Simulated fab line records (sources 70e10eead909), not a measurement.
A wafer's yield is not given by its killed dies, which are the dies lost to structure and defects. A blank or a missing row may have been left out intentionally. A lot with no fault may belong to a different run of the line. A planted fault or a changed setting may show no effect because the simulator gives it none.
A single fault, viewed from 2 desks	flow nand-harc	only its own numbers are on each desk; what lay behind them is given at the end

== METROLOGY DESK ==
Lot by lot, what the gauges showed, no matter which tool ran the lot: averages of those sampled wafers that carry a number. The brackets show how far a lot's mean lies from the usual mean; more than 4 standard deviations puts the lot out of limits, marked OUT.
Columns: A = cd-nm at NHARC_A_BONDPAD_CD_MEAS_09, usual 500.0 nm; B = overlay-x-nm at NHARC_A_BONDPAD_OVL_MEAS_35, usual 2 nm; C = overlay-y-nm at NHARC_A_BONDPAD_OVL_MEAS_35, usual 1 nm
lot	first seen here	A	B	C
L633	day 23 00:02	501.7	2	-8
L635	day 24 12:38	501.7	-8	-10
L642	day 26 17:25	499.8	3	-6
L645	day 28 06:31	500.5	3	5
L653	day 31 07:11	500.6	0	0
Result from this desk: across the 5 lots, nothing is out of limits.

== AT THE TOOL OWNER'S DESK: rie-diel-03 ==
The tool's own readings at NHARC_A_BONDPAD_ETCH_34 (etches the open film in N2/H2, target depth 60 nm, overetch 18 nm, time 65.91 s): means of the sampled wafers that have a number, for each lot that ran on this tool. The brackets show how far a lot's mean lies from the usual mean; more than 4 standard deviations puts the lot out of limits, marked OUT.
Columns: A = drypump-motor-current-A at NHARC_A_BONDPAD_ETCH_34, usual 5.7 A; B = oes-product-au at NHARC_A_BONDPAD_ETCH_34, usual 1.004 a.u.; C = rf-vpp-V at NHARC_A_BONDPAD_ETCH_34, usual 430.6 V; D = showerhead-plenum-p-Torr at NHARC_A_BONDPAD_ETCH_34, usual 2.04 Torr; E = throttle-valve-pct at NHARC_A_BONDPAD_ETCH_34, usual 14.172 %
lot	first seen here	A	B	C	D	E
L633	day 23 00:20	5.9	0.993	431.5	2.05	14.172
L642	day 26 17:43	5.2	0.994	430.1	2.01	14.174
L645	day 28 06:49	5.9	1.025	432.8	2.13	14.182
L653	day 31 07:30	5.6	0.840 (-16) OUT	431.6	2.08	14.171
This desk's finding: out of limits on L653; first on L653, day 31 07:30 (oes-product-au at NHARC_A_BONDPAD_ETCH_34). L633, L642, L645 stayed within limits.

== TAKEN TOGETHER ==
The tool owner's desk had the chance to raise an alarm at day 31 07:30 on L653.
From the metrology desk's view, nothing was out of limits.
The metrology desk has L653 on record, within its limits.
On rie-diel-03, each named lot ran NHARC_A_BONDPAD_ETCH_34.

== WHAT THE SIMULATOR HAD PUT IN ==
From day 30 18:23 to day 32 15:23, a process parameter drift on rie-diel-03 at NHARC_A_BONDPAD_ETCH_34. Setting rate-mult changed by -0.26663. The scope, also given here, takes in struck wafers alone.
Struck lots among those shown: L653.
Delay in hours, fault start to first out-of-limits reading, by desk: the tool owner's desk at 13.
